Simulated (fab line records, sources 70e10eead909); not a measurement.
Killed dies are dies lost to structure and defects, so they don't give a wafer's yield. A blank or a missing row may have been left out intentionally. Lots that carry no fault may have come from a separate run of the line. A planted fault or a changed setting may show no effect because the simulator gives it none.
Chamber matching || flow nand-harc || NHARC_A_CHANNEL_HOLE_D1_ETCH_16 on rie-diel-03: 4 sister chambers
The step etches the open film in O2/COS, target depth 3100 nm, time 806 s. 4 wafers are shown with their chamber, then 7 later ones without.

WAFERS PAIRED WITH THEIR CHAMBERS
{"wafer": "L891.4", "chamber": 1, "showerhead-plenum-p-Torr (Torr)": 3.18}
{"wafer": "L892.5", "chamber": 2, "showerhead-plenum-p-Torr (Torr)": 2.96}
{"wafer": "L894.2", "chamber": 0, "showerhead-plenum-p-Torr (Torr)": 2.97}
{"wafer": "L894.4", "chamber": 3, "showerhead-plenum-p-Torr (Torr)": 3.12}

WAFERS MISSING THEIR CHAMBER
{"wafer": "L894.6", "showerhead-plenum-p-Torr (Torr)": 2.97}
{"wafer": "L899.1", "showerhead-plenum-p-Torr (Torr)": 2.97}
{"wafer": "L899.2", "showerhead-plenum-p-Torr (Torr)": 3.17}
{"wafer": "L899.6", "showerhead-plenum-p-Torr (Torr)": 3.17}
{"wafer": "L903.3", "showerhead-plenum-p-Torr (Torr)": 3.17}
{"wafer": "L903.6", "showerhead-plenum-p-Torr (Torr)": 2.97}
{"wafer": "L902.3", "showerhead-plenum-p-Torr (Torr)": 2.97}

WHICH CHAMBER EACH WENT THROUGH
{"wafer": "L894.6", "from the rows above": "can't be placed: 0 or 2", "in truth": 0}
{"wafer": "L899.1", "from the rows above": "can't be placed: 0 or 2", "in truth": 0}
{"wafer": "L899.2", "from the rows above": 1, "in truth": 1}
{"wafer": "L899.6", "from the rows above": 1, "in truth": 1}
{"wafer": "L903.3", "from the rows above": 1, "in truth": 1}
{"wafer": "L903.6", "from the rows above": "can't be placed: 0 or 2", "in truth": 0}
{"wafer": "L902.3", "from the rows above": "can't be placed: 0 or 2", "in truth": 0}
3 of 7 placed correctly. These rows do not allow placing 4 (true chamber among the candidates in 4). Placed wrongly: 0.
How it was worked out, from the rows above alone: a wafer's distance from a chamber is the root of the sum, over the readings, of the square of ((its reading less the chamber's mean) divided by the reading's scatter). If the next closest chamber is less than 2 further off than the closest, the wafer can't be placed; otherwise it belongs to the closest. Each chamber's mean is taken over the wafers shown for it. The scatter: root of mean squared gap, hidden wafer to nearest shown wafer, with one shown wafer a chamber.
